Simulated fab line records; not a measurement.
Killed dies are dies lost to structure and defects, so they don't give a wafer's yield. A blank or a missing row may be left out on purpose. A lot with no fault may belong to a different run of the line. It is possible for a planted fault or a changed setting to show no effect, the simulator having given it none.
Comparing a struck lot with a sound one + flow n5-finfet + 37 steps out of a route of 1938
Sound: the wafers L433.2, L433.4, L433.5. Struck: wafer L443.2 (left out: L443.1, L443.4 of the same lot, which were not struck); the cause appears at the end.
Per side, at each step with rows, come the tool, then ch with its chambers, and then its first start. Under that, the readings that differ: sound wafers + struck wafers + difference of the means + sigmas: that difference in standard deviations of wafers without a fault.
alike: words and numbers the same on both sides, and readings whose means are apart by under 2 such deviations; not compared: readings that were withheld, readings missing a value for some wafer, numbers with overlapping values and no deviation given by the record, and bounds like >300 which may hide the same value.
The two part at a step that has a row with sigmas, a row that says differs or no value, or rows on one side only. Non-overlapping numbers with no deviation appear without sigmas and do not part them. Lack of a reading on every wafer of one side parts them only where that side has two or more wafers.

first, 9 steps without rows for these wafers: N5_BEOL_M5_ANNEAL_89 (time 1800 s); N5_BEOL_M5_SPUTTER_90 (material Cu, target thk 4.5 nm, time 8.29 s); N5_BEOL_M5_ECD_50 (material Cu, target thk 300 nm); N5_BEOL_M5_ANNEAL_51 (time 90 s); N5_BEOL_M5_CMP_52 (polishes, stops on SiCOH lowk, t overpolish 6.9 s, target thk 62 nm); N5_BEOL_M5_PRE_CLEAN_77 (time 15 s); N5_BEOL_M5_CO_CAP_78 (material Co, precursor CCTBA/H2, target thk 2 nm, time 102.1 s); N5_BEOL_M5_PRE_CLEAN_55 (time 15 s); N5_BEOL_M5_DEP_56 (deposits SiCN from 3MS/NH3, target thk 8 nm, time 14 s).
N5_BEOL_M6_ILD_DEP_00: deposits SiCOH lowk from DEMS/porogen, target thk 179.75 nm, time 33.4 s.
  sound on pecvd-04 ch 0,1, day 10 01:54; struck on pecvd-04 ch 1, day 12 23:44
  alike: heater-power-w, rf-fwd-power-W, showerhead-plenum-p-Torr, throttle-valve-pct
then, 11 steps without rows for these wafers: N5_BEOL_M6_CURE_74 (cures SiCOH lowk, time 240 s); N5_BEOL_M6_PECVD_70 (deposits SiO2 from TEOS/O2, target thk 20 nm, time 22.7 s); N5_BEOL_M6_HM_DEP_02 (deposits TiN, target thk 20 nm); N5_BEOL_M6_COAT_59 (time 60 s, resist thk 100 nm); N5_BEOL_M6_COAT_60 (time 60 s, resist thk 35 nm); N5_BEOL_M6_COAT_05 (resist thk 90 nm); N5_BEOL_M6_EBR_07; N5_BEOL_M6_SOFTBAKE_06 (time 60 s); N5_BEOL_M6_EXPOSE_08 (exposes mask M6); N5_BEOL_M6_PEB_09 (peb time 60 s); N5_BEOL_M6_DEVELOP_10 (develop time 30 s).
N5_BEOL_M6_INSPECT_13: inspects for defects (brightfield).
  sound on defect-inspect-01, day 10 04:00; struck on defect-inspect-01, day 13 02:04
| reading          | sound       | struck | difference | sigmas |
|------------------|-------------|--------|------------|--------|
| raw-defect-count | 402 425 520 | 1347   | +898       | +11    |
then, 13 steps without rows for these wafers: N5_BEOL_M6_DESCUM_16 (chemistry O2, time 7.9 s); N5_BEOL_M6_ETCH_61 (etches SiARC in CF4, target depth 45.5 nm, time 75.8 s); N5_BEOL_M6_ETCH_62 (etches SOC in N2/H2, target depth 110 nm, overetch 22 nm, time 165 s); N5_BEOL_M6_STRIP_68 (strips in N2/H2); N5_BEOL_M6_STRIP_67 (strips in CF4); N5_BEOL_M6_HM_OPEN_17 (chemistry Cl2/BCl3, target TiN, target depth 20 nm, overetch 6 nm); N5_BEOL_M6_STRIP_19 (strips in O2); N5_BEOL_M6_COAT_63 (time 60 s, resist thk 60 nm); N5_BEOL_M6_COAT_64 (time 60 s, resist thk 12 nm); N5_BEOL_M6_COAT_71 (time 60 s, resist thk 5 nm); N5_BEOL_M6_COAT_22 (resist thk 30 nm); N5_BEOL_M6_EBR_24; N5_BEOL_M6_SOFTBAKE_23 (time 60 s).
N5_BEOL_M6_INSPECT_30: inspects for defects (brightfield).
  sound on defect-inspect-01, day 10 05:34; struck on defect-inspect-01, day 13 04:18
| reading          | sound       | struck | difference | sigmas |
|------------------|-------------|--------|------------|--------|
| raw-defect-count | 378 444 509 | 1380   | +936       | +11    |
-- a jump in the record: the struck wafers' starts before and after are 3 days apart (it breaks off in module BEOL_M6 and resumes in module PASSIVATION, where the first step shown is number 1936 of the route) --
N5_PASSIVATION_PROBE_49:
  rows exist in the record for the struck wafers here (prober-01, day 16 12:53), but not for the sound ones

WHERE THEY PART
Last at N5_PASSIVATION_PROBE_49 as far as this record goes, first at N5_BEOL_M6_INSPECT_13.

WHY: whatever the simulator had introduced
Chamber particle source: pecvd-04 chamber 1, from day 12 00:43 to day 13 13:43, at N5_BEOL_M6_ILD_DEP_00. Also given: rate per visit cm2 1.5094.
